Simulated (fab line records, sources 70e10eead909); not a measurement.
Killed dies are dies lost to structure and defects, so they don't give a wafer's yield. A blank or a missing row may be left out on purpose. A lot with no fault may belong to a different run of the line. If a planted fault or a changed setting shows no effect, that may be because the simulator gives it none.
A lot that was struck, set against a sound lot / flow nandHarc / 15 out of 1302 route steps
Sound: the wafers L886.1, L886.2, L886.4. Struck: wafers L881.2, L881.3, L881.5. Last of all comes the cause.
Per side, at each step with rows, come the tool, then ch with its chambers, and then its first start. Under that, the readings that differ: sound wafers / struck wafers / difference of the means / sigmas: that difference in standard deviations of wafers without a fault.
alike: words and numbers the same on both sides, and readings whose means are apart by under 2 such deviations; not compared: readings that were withheld, readings missing a value for some wafer, numbers with overlapping values and no deviation given by the record, and bounds like >300 which may hide the same value.
The two part at a step that has a row with sigmas, a row that says differs or no value, or rows on one side only. Non-overlapping numbers with no deviation appear without sigmas and do not part them. A reading that every wafer of one side lacks parts them only if that side has two wafers or more.

first, 3 steps without rows for these wafers: NHARC_A_CONTACT_DESCUM_47 (chemistry O2, time 3 s); NHARC_A_CONTACT_ETCH_48 (etches the open film in CF4, target depth 39 nm, time 65 s); NHARC_A_CONTACT_ETCH_49 (etches the open film in N2/H2, target depth 260 nm, time 475.3 s).
NHARC_A_CONTACT_ETCH_50: etches the open film in CF4/CHF3, target depth 121 nm, time 60.5 s.
  sound: rieDiel-04 ch 1,2,3; struck: rieDiel-09 ch 0,3
  alike: biasW, cf4FlowSccm, drypumpMotorCurrentA, oesProductAu, rfFwdPowerW, rfVppV, showerheadPlenumPTorr, throttleValvePct
  not compared: rfHoursCounterH
NHARC_A_CONTACT_ETCH_51: etches the open film in O2/COS, target depth 7000 nm, time 1820 s.
  sound: rieDiel-04 ch 0,1,2; struck: rieDiel-09 ch 0,1,2
  alike: biasW, chamberPressureMTorr, drypumpMotorCurrentA, oesProductAu, rfFwdPowerW, rfVppV, showerheadPlenumPTorr, throttleValvePct
  not compared: rfHoursCounterH
NHARC_A_CONTACT_ETCH_111: etches the open film in C4F8/O2/Ar, time 140 s, target depth 700 nm.
  sound on harCapEtch-03 ch 0,1, day 30 10:17; struck on harCapEtch-02 ch 0,1, day 28 05:23
  alike: chamberPressureMTorr, oesAirLineAu
  not compared: rfHoursCounterH
then, 4 steps without rows for these wafers: NHARC_A_CONTACT_ETCH_112 (etches the open film in C4F8/O2/Ar, time 190 s, target depth 1850 nm); NHARC_A_CONTACT_ETCH_113 (etches the open film in C4F8/O2/Ar, time 190 s, target depth 1850 nm); NHARC_A_CONTACT_ETCH_114 (etches the open film in C4F8/O2/Ar, time 190 s, target depth 1850 nm); NHARC_A_CONTACT_ETCH_115 (etches the open film in C4F8/O2/Ar, time 190 s, target depth 1850 nm).
NHARC_A_CONTACT_ETCH_116: etches the open film in C4F8/O2/Ar, time 190 s, target depth 1850 nm.
  sound on harCapEtch-03 ch 0,1, day 30 11:10; struck on harCapEtch-02 ch 0,1, day 28 06:15
  alike: chamberPressureMTorr, oesAirLineAu
  not compared: rfHoursCounterH
then, 1 step without rows for these wafers: NHARC_A_CONTACT_ETCH_117 (etches the open film in C4F8/O2/Ar, time 190 s, target depth 1850 nm).
NHARC_A_CONTACT_ETCH_118: etches the open film in C4F8/O2/Ar, time 190 s, target depth 1850 nm.
  sound on harCapEtch-03 ch 0,1, day 30 11:31; struck on harCapEtch-02 ch 0,1, day 28 06:35
  no value came back on the struck wafers for chamberPressureMTorr (mTorr), oesAirLineAu (a.u.); on the sound wafers chamberPressureMTorr (mTorr) reads 19.976 20.010 20.006
  not compared: rfHoursCounterH
NHARC_A_CONTACT_ETCH_119: etches the open film in C4F8/O2/Ar, time 190 s, target depth 1850 nm.
  sound on harCapEtch-03 ch 0,1, day 30 11:41; struck on harCapEtch-02 ch 0,1, day 28 06:46
  alike: chamberPressureMTorr, oesAirLineAu
  not compared: rfHoursCounterH
-- break in the record here, with 3 days between the starts of the struck wafers on either side (left off in module A_CONTACT, picked up again in module END, where the first step shown is number 1302 on the route) --
NHARC_END_SORT_01:
  at this point the record logs the struck wafers (prober-02 ch 0, day 31 00:17) and has no rows for the sound ones

WHERE THEY PART
Earliest at NHARC_A_CONTACT_ETCH_118; latest, in this record, at NHARC_END_SORT_01.

WHY: whatever the simulator had introduced
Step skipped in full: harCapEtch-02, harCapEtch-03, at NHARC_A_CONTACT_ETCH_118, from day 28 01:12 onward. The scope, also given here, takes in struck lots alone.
